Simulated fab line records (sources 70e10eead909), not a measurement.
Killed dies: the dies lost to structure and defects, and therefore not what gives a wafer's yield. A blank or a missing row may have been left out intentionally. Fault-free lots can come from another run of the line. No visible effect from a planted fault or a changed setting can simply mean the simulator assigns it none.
fab line records + flow nand_harc
record:
- lots: 5
- wafers: 15
- last_day: 24
route steps=1159 shown A_BLC@976
lots that met no fault: taken from a fault-free run of the same line
start_h: hours from the record's opening day to when the first of the lot's shown wafers began + wait_h: hours since the lot's step before + " unchanged from the row above + L1.1+2: several wafers, shown together as one row + - value missing, or start not given + * or withheld: withheld + < > ~ a bound
route shown NAME@n: NAME is a module with steps in the file, n the number in the route of the first one + usual: mean and standard deviation over wafers with no fault + same: alike in all rows + chamber/n: place in a boat + sites: per-site readings + _std_site: how widely they spread, as a standard deviation + _edge_site: inner sites' mean taken away from outer sites' mean + radius_mm: how far each site lies from the wafer's centre + mask NAME#n: copy n + behind: the last tool/chamber to shape the wafer + hold: the reason the lot was held/the length of the hold in hours/how it ended + device: the n, p or np transistor that did not switch + end of line: the route-end tests of the same wafers + a step without rows: its recipe alone + killed: count of dies lost to structure and defects at first sort (not the wafer's yield) + map: a wafer's dies, marking killed ones x, the rest . and places with no die _
set.NAME: the setting that was run; set.NAME@STEP: the one run at that earlier step + model.NAME: the simulator's own value behind a step, which no gauge read
lots at selected steps of the route; one table per step, one row per wafer
services: from which hour (start_h, from the record's first day; less than 0 if before it) a tool's chamber was out of use, for how many hours, and why
== steps ==
step: NHARC_A_BLC_INSPECT_12
usual:
- raw_defect_count: 34/16
| lot.wafer | tool              | chamber | start_h | wait_h | raw_defect_count |
|-----------|-------------------|---------|---------|--------|------------------|
| L465.1    | defect_inspect-02 | -       | 382.56  | 0.0    | 26               |
| L465.2    | "                 | -       | "       | "      | 22               |
| L465.3    | "                 | -       | "       | "      | 34               |
| L475.4    | defect_inspect-01 | -       | 451.38  | 0.0    | 28               |
| L475.5    | "                 | -       | "       | "      | 19               |
| L475.6    | "                 | -       | "       | "      | 31               |
| L477.3    | defect_inspect-02 | -       | 473.04  | 0.0    | 15               |
| L477.4    | "                 | -       | "       | "      | 16               |
| L477.5    | "                 | -       | "       | "      | 18               |
| L481.2    | defect_inspect-02 | -       | 505.46  | 0.0    | 54               |
| L481.4    | "                 | -       | "       | "      | 54               |
| L481.5    | "                 | -       | "       | "      | 63               |
| L486.2    | defect_inspect-01 | -       | 515.74  | 0.1    | 43               |
| L486.5    | "                 | -       | "       | "      | 45               |
| L486.6    | "                 | -       | "       | "      | 53               |
step: NHARC_A_BLC_DESCUM_15
recipe:
- time_s: 3
- o2_flow_sccm: 200
- ar_flow_sccm: 0
- bias_power_w: 0
- chemistry: O2
step: NHARC_A_BLC_ETCH_16
recipe:
- target_depth_a: 390
- over_etch_frac: 0.3
- time_s: 65
- ion_energy_ev: 80
- cf4_flow_sccm: 150
- ar_flow_sccm: 0
- rf_w: 300
- bias_w: 100
- chemistry: CF4
usual:
- drypump_motor_current_A: 5.8/0.59
- oes_product_au: 0.999/0.0084
- rf_vpp_V: 151.8/1.3
- showerhead_plenum_p_Torr: 1.80/0.069
- throttle_valve_pct: 13.285/0.0088
| lot.wafer | tool        | chamber | start_h | wait_h | drypump_motor_current_A | oes_product_au | rf_hours_counter_h | rf_vpp_V | showerhead_plenum_p_Torr | throttle_valve_pct |
|-----------|-------------|---------|---------|--------|-------------------------|----------------|--------------------|----------|--------------------------|--------------------|
| L465.2    | rie_diel-11 | 3       | 382.91  | 0.2    | 5.4                     | 1.008          | 1                  | 154.0    | 1.91                     | 13.288             |
| L465.1    | "           | 1       | "       | "      | 5.5                     | 1.003          | 2                  | 151.0    | 1.70                     | 13.296             |
| L465.3    | "           | 2       | "       | "      | 5.4                     | 0.996          | 1                  | 151.0    | 1.81                     | 13.273             |
| L475.4    | rie_diel-12 | 2       | 451.55  | 0.1    | 5.0                     | 0.989          | 7                  | 151.1    | 1.86                     | 13.279             |
| L475.6    | "           | 3       | "       | "      | 5.3                     | 0.992          | -                  | 151.1    | 1.70                     | 13.285             |
| L475.5    | "           | 0       | "       | "      | 6.7                     | 0.994          | -                  | 151.8    | 1.87                     | 13.289             |
| L477.3    | rie_diel-12 | 2       | 473.18  | 0.1    | 4.9                     | 1.000          | 10                 | 152.5    | 1.86                     | 13.300             |
| L477.4    | "           | 0       | "       | "      | 6.7                     | 0.995          | 11                 | 153.5    | 1.86                     | 13.279             |
| L477.5    | "           | 3       | "       | "      | 5.3                     | 0.999          | -                  | 150.6    | 1.70                     | 13.279             |
| L481.2    | rie_diel-13 | 2       | 505.61  | 0.1    | 5.6                     | 0.993          | 4                  | 152.2    | 1.80                     | 13.288             |
| L481.4    | "           | 3       | "       | "      | 6.1                     | 1.002          | 4                  | 151.7    | 1.80                     | 13.268             |
| L481.5    | "           | 2       | "       | "      | 5.7                     | 0.999          | -                  | 150.3    | 1.80                     | 13.278             |
| L486.2    | rie_diel-13 | 3       | 515.90  | 0.1    | 6.1                     | 1.004          | 5                  | 151.2    | 1.80                     | 13.283             |
| L486.5    | "           | 1       | "       | "      | 5.6                     | 1.007          | -                  | 150.3    | 1.72                     | 13.289             |
| L486.6    | "           | 2       | "       | "      | 5.6                     | 0.992          | -                  | 152.6    | 1.80                     | 13.288             |
step: NHARC_A_BLC_ETCH_17
recipe:
- target_depth_a: 3900
- over_etch_frac: 0.25
- time_s: 609.38
- ion_energy_ev: 200
- n2_flow_sccm: 150
- h2_flow_sccm: 150
- ar_flow_sccm: 0
- rf_w: 400
- bias_w: 150
- chemistry: N2/H2
usual:
- drypump_motor_current_A: 5.8/0.6
- oes_product_au: 0.996/0.0084
- rf_vpp_V: 431.6/2.7
- showerhead_plenum_p_Torr: 2.08/0.088
- throttle_valve_pct: 14.171/0.01
| lot.wafer | tool        | chamber | start_h | wait_h | drypump_motor_current_A | oes_product_au | rf_hours_counter_h | rf_vpp_V | showerhead_plenum_p_Torr | throttle_valve_pct |
|-----------|-------------|---------|---------|--------|-------------------------|----------------|--------------------|----------|--------------------------|--------------------|
| L465.3    | rie_diel-11 | 0       | -       | -      | 6.5                     | 1.007          | 2                  | 430.9    | 2.06                     | 14.159             |
| L465.1    | "           | 1       | "       | "      | 5.5                     | 0.996          | 2                  | 428.3    | 1.95                     | 14.178             |
| L465.2    | "           | 2       | "       | "      | 5.4                     | 1.000          | 1                  | 433.4    | 2.09                     | 14.173             |
| L475.4    | rie_diel-12 | 2       | -       | -      | 5.0                     | 0.998          | 7                  | 433.8    | 2.15                     | 14.173             |
| L475.6    | "           | 1       | "       | "      | 6.6                     | 0.996          | -                  | 435.1    | 2.19                     | 14.162             |
| L475.5    | "           | 2       | "       | "      | 5.0                     | 0.981          | -                  | 432.8    | 2.15                     | 14.182             |
| L477.3    | rie_diel-12 | 0       | -       | -      | 6.7                     | 1.008          | 11                 | 435.0    | 2.16                     | 14.159             |
| L477.4    | "           | 2       | "       | "      | 5.0                     | 0.999          | 10                 | 434.6    | 2.15                     | 14.170             |
| L477.5    | "           | 1       | "       | "      | 6.6                     | 0.991          | -                  | 433.2    | 2.19                     | 14.171             |
| L481.4    | rie_diel-13 | 1       | -       | -      | 5.6                     | 1.008          | 4                  | 427.3    | 1.98                     | 14.170             |
| L481.2    | "           | 2       | "       | "      | 5.6                     | 0.999          | 4                  | 430.6    | 2.08                     | 14.158             |
| L481.5    | "           | 0       | "       | "      | 5.7                     | 0.990          | -                  | 430.4    | 2.03                     | 14.172             |
| L486.2    | rie_diel-13 | 3       | -       | -      | 6.1                     | 0.984          | 5                  | 431.8    | 2.08                     | 14.164             |
| L486.5    | "           | 3       | "       | "      | 6.1                     | 0.987          | -                  | 431.1    | 2.09                     | 14.179             |
| L486.6    | "           | 0       | "       | "      | 5.8                     | 0.976          | -                  | 430.8    | 2.03                     | 14.154             |
step: NHARC_A_BLC_ETCH_18
recipe:
- target_depth_a: 9100
- c4f8_flow_sccm: 20
- o2_flow_sccm: 10
- ar_flow_sccm: withheld
- rf_w: 600
- bias_w: 1500
- chemistry: C4F8/O2/Ar
usual:
- oes_product_au: 0.957/0.02
- rf_vpp_V: 981/5.4
| lot.wafer | tool        | chamber | start_h | wait_h | oes_product_au | rf_hours_counter_h | rf_vpp_V |
|-----------|-------------|---------|---------|--------|----------------|--------------------|----------|
| L465.1    | rie_diel-11 | 1       | -       | -      | 0.932          | 3                  | 973      |
| L465.3    | "           | 2       | "       | "      | 0.932          | 2                  | 982      |
| L465.2    | "           | 3       | "       | "      | 0.948          | 2                  | 988      |
| L475.4    | rie_diel-12 | 0       | -       | -      | 0.969          | 8                  | 987      |
| L475.6    | "           | 0       | "       | "      | 0.965          | -                  | 986      |
| L475.5    | "           | 1       | "       | "      | 0.964          | -                  | 986      |
| L477.3    | rie_diel-12 | 2       | -       | -      | 0.983          | 10                 | 985      |
| L477.4    | "           | 3       | "       | "      | 0.974          | 10                 | 973      |
| L477.5    | "           | 1       | "       | "      | 0.957          | -                  | 988      |
| L481.4    | rie_diel-13 | 0       | -       | -      | 0.949          | 4                  | 978      |
| L481.2    | "           | 1       | "       | "      | 0.979          | 4                  | 976      |
| L481.5    | "           | 3       | "       | "      | 0.965          | -                  | 981      |
| L486.2    | rie_diel-13 | 0       | -       | -      | 0.943          | 5                  | 977      |
| L486.6    | "           | 1       | "       | "      | 0.967          | -                  | 975      |
| L486.5    | "           | 2       | "       | "      | 0.956          | -                  | 981      |
step: NHARC_A_BLC_CD_MEAS_19
usual:
- cd_nm: 99.3/1.4
| lot.wafer | tool      | chamber | start_h | wait_h | cd_nm |
|-----------|-----------|---------|---------|--------|-------|
| L465.1    | cd_sem-01 | -       | 384.37  | -      | 97.9  |
| L465.2    | "         | -       | "       | "      | 98.5  |
| L465.3    | "         | -       | "       | "      | 103.8 |
| L475.4    | cd_sem-01 | -       | 452.42  | -      | 98.6  |
| L475.5    | "         | -       | "       | "      | 98.6  |
| L475.6    | "         | -       | "       | "      | 98.3  |
| L477.3    | cd_sem-02 | -       | 474.07  | -      | 100.1 |
| L477.4    | "         | -       | "       | "      | 99.0  |
| L477.5    | "         | -       | "       | "      | 99.2  |
| L481.2    | cd_sem-03 | -       | 506.51  | -      | 100.5 |
| L481.4    | "         | -       | "       | "      | 98.6  |
| L481.5    | "         | -       | "       | "      | 102.2 |
| L486.2    | cd_sem-02 | -       | 516.77  | -      | 99.0  |
| L486.5    | "         | -       | "       | "      | 98.6  |
| L486.6    | "         | -       | "       | "      | 102.6 |
step: NHARC_A_BLC_STRIP_29
recipe:
- cf4_flow_sccm: 150
- ar_flow_sccm: 0
- bias_w: 0
- chemistry: CF4
step: NHARC_A_BLC_STRIP_21
recipe:
- o2_flow_sccm: 500
- ar_flow_sccm: 0
- bias_w: 0
- chemistry: O2
step: NHARC_A_BLC_STRIP_22
recipe:
- time_s: 600
- temp_c: 30
- chemistry: post_etch_residue_remover
step: NHARC_A_BLC_DEGAS_30
recipe:
- temp_c: 300
- time_s: 60
usual:
- heater_power_w: 466/32
| lot.wafer | tool           | chamber | start_h | wait_h | heater_power_w |
|-----------|----------------|---------|---------|--------|----------------|
| L465.2    | pvd_sputter-01 | -       | 385.02  | -      | 463            |
| L465.3    | "              | -       | "       | "      | 505            |
| L465.1    | "              | -       | "       | "      | 443            |
| L475.4    | pvd_sputter-03 | -       | 453.01  | -      | 492            |
| L475.5    | "              | -       | "       | "      | 466            |
| L475.6    | "              | -       | "       | "      | 422            |
| L477.4    | pvd_sputter-02 | -       | 474.69  | -      | 531            |
| L477.3    | "              | -       | "       | "      | 444            |
| L477.5    | "              | -       | "       | "      | 418            |
| L481.4    | pvd_sputter-01 | -       | 507.12  | -      | 444            |
| L481.2    | "              | -       | "       | "      | 462            |
| L481.5    | "              | -       | "       | "      | 469            |
| L486.2    | pvd_sputter-03 | -       | 517.38  | -      | 495            |
| L486.5    | "              | -       | "       | "      | 441            |
| L486.6    | "              | -       | "       | "      | 460            |
step: NHARC_A_BLC_PRE_CLEAN_31
recipe:
- time_s: 15
- bias_v: 250
- gas: Ar
step: NHARC_A_BLC_PVD_32
recipe:
- target_thk_a: 50
- chamber_pressure_pa: 5
- power_w: 5000
- substrate_temp_c: 200
- time_s: 17.7
- material: Ti
step: NHARC_A_BLC_ALD_23
recipe:
- target_thk_a: 30
- pulse_time_s: 1
- ald_cycles: 150
- temp_c: 450
- material: TiN
usual:
- ald_cycles: 150/0
- heater_power_w: 1118/120
- precursor_pulse_height_rel: 1.001/0.019
same:
- pulse_time_s: 1
| lot.wafer | tool         | chamber | start_h | wait_h | ald_cycles | heater_power_w | precursor_pulse_height_rel |
|-----------|--------------|---------|---------|--------|------------|----------------|----------------------------|
| L465.2    | ald_metal-01 | 0       | 385.28  | -      | 150        | 926            | 0.984                      |
| L465.1    | "            | 1       | "       | "      | 150        | 1124           | 0.973                      |
| L465.3    | "            | 2       | "       | "      | 150        | 1239           | 0.991                      |
| L475.4    | ald_metal-03 | 1       | 453.29  | -      | 150        | 1279           | 1.002                      |
| L475.6    | "            | 3       | "       | "      | 150        | 947            | 0.988                      |
| L475.5    | "            | 0       | "       | "      | 150        | 1324           | 0.980                      |
| L477.4    | ald_metal-02 | 3       | 474.95  | -      | 150        | 1066           | 0.985                      |
| L477.3    | "            | 0       | "       | "      | 150        | 1117           | 0.999                      |
| L477.5    | "            | 1       | "       | "      | 150        | 1119           | 0.948                      |
| L481.2    | ald_metal-01 | 0       | 507.39  | -      | 65         | 896            | 1.011                      |
| L481.4    | "            | 1       | "       | "      | 65         | 1079           | 1.029                      |
| L481.5    | "            | 3       | "       | "      | 150        | 1139           | 1.001                      |
| L486.2    | ald_metal-03 | 1       | 517.63  | -      | 150        | 1252           | 0.986                      |
| L486.6    | "            | 0       | "       | "      | 150        | 1263           | 1.000                      |
| L486.5    | "            | 1       | "       | "      | 150        | 1279           | 0.990                      |
step: NHARC_A_BLC_CVD_24
recipe:
- target_thk_a: 1500
- temp_c: 300
- pressure_torr: 40
- wf6_flow_sccm: 40
- h2_flow_sccm: 1600
- ar_flow_sccm: 1560
- time_s: 434
- material: W
usual:
- heater_power_w: 422/25
- mfc_wf6_sccm: 40.00/0.12
- throttle_valve_pct: 7.9/0.35
| lot.wafer | tool     | chamber | start_h | wait_h | heater_power_w | mfc_wf6_sccm | throttle_valve_pct |
|-----------|----------|---------|---------|--------|----------------|--------------|--------------------|
| L465.1    | cvd_w-01 | 0       | -       | -      | 396            | 40.04        | 8.2                |
| L465.2    | "        | 1       | "       | "      | 436            | 40.17        | 8.7                |
| L465.3    | "        | 1       | "       | "      | 435            | 40.00        | 8.4                |
| L475.4    | cvd_w-01 | 1       | -       | -      | 429            | 40.06        | 8.4                |
| L475.6    | "        | 1       | "       | "      | 453            | 39.94        | 8.3                |
| L475.5    | "        | 0       | "       | "      | 386            | 39.86        | 8.1                |
| L477.4    | cvd_w-02 | 1       | -       | -      | 445            | 40.17        | 7.8                |
| L477.3    | "        | 0       | "       | "      | 412            | 39.97        | 7.7                |
| L477.5    | "        | 1       | "       | "      | 453            | 39.85        | 7.7                |
| L481.2    | cvd_w-02 | 0       | -       | -      | 417            | 39.89        | 7.4                |
| L481.4    | "        | 1       | "       | "      | 436            | 39.80        | 7.8                |
| L481.5    | "        | 0       | "       | "      | 408            | 39.81        | 7.7                |
| L486.2    | cvd_w-01 | 0       | -       | -      | 382            | 39.96        | 8.1                |
| L486.5    | "        | 1       | "       | "      | 436            | 40.03        | 8.5                |
| L486.6    | "        | 0       | "       | "      | 383            | 40.07        | 7.8                |
== services ==
| tool           | chamber | start_h | hours | kind       |
|----------------|---------|---------|-------|------------|
| ald_metal-02   | -       | 364.00  | 10.0  | pm         |
| rie_diel-13    | 1       | 366.36  | 30.1  | repair     |
| rie_diel-11    | -       | 366.50  | 9.0   | pm         |
| rie_diel-12    | 0       | 369.94  | 2.3   | repair     |
| rie_diel-12    | 1       | 373.02  | 6.4   | repair     |
| cvd_w-02       | -       | 377.54  | 13.0  | pm         |
| rie_diel-12    | -       | 379.40  | 9.0   | pm         |
| rie_diel-12    | 0       | 379.40  | 9.0   | vent_cycle |
| rie_diel-12    | 2       | 379.40  | 9.0   | vent_cycle |
| pvd_sputter-02 | -       | 392.03  | 10.0  | pm         |
| ald_metal-03   | -       | 398.92  | 0.3   | repair     |
| ald_metal-01   | -       | 408.91  | 1.0   | repair     |
| ald_metal-01   | 1       | 416.86  | 12.9  | repair     |
| ald_metal-01   | 1       | 433.74  | 17.3  | repair     |
| pvd_sputter-01 | -       | 448.04  | 17.1  | repair     |
| rie_diel-13    | -       | 453.10  | 9.0   | pm         |
| ald_metal-01   | -       | 458.00  | 10.0  | pm         |
| pvd_sputter-03 | -       | 458.07  | 10.0  | pm         |
| cvd_w-01       | -       | 477.57  | 13.0  | pm         |
| ald_metal-03   | 0       | 485.34  | 21.7  | repair     |
| rie_diel-12    | 0       | 488.47  | 15.5  | repair     |
| ald_metal-03   | -       | 500.00  | 10.0  | pm         |
| ald_metal-02   | -       | 504.86  | 2.7   | repair     |
| pvd_sputter-01 | -       | 514.00  | 10.0  | pm         |
== key ==
first_sign:
- step: NHARC_A_BLC_ALD_23
- reading: ald_cycles
- direction: down
- sigmas: 99+
- usual: 150
- struck: 65
effect none on later readings
met_at NHARC_A_BLC_ALD_23
struck_wafers L481.2,L481.4
later_rows_left_out L481.2,L481.4
sort_left_out L481.2,L481.4
tester_left_out L481
onset_between 385.28 507.39
fault:
- kind: process_parameter_drift
- tool: ald_metal-01
- chamber: -
- onset_h: 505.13
- steps: NHARC_A_BLC_ALD_23
- channel: ald_cycles
- offset: -85
- shape: step
- end_h: 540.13
- scope: struck_wafers_only
- acts_in: these_recipes_only
- stated: 150
tester_left_out: of these lots the tester's yield and bins aren't shown, on N5 and GAA mostly nor the transistor test; their killed dies are dies lost to structure and defects alone, not to doping, threshold or leakage, so they don't give the yield
sort_left_out: the simulated sort isn't trusted on such a fault, so these wafers' sort isn't shown, and their yield isn't known
later_rows_left_out: the simulator's readings of these wafers behind a module that went badly wrong aren't trusted and aren't shown, but for the sort
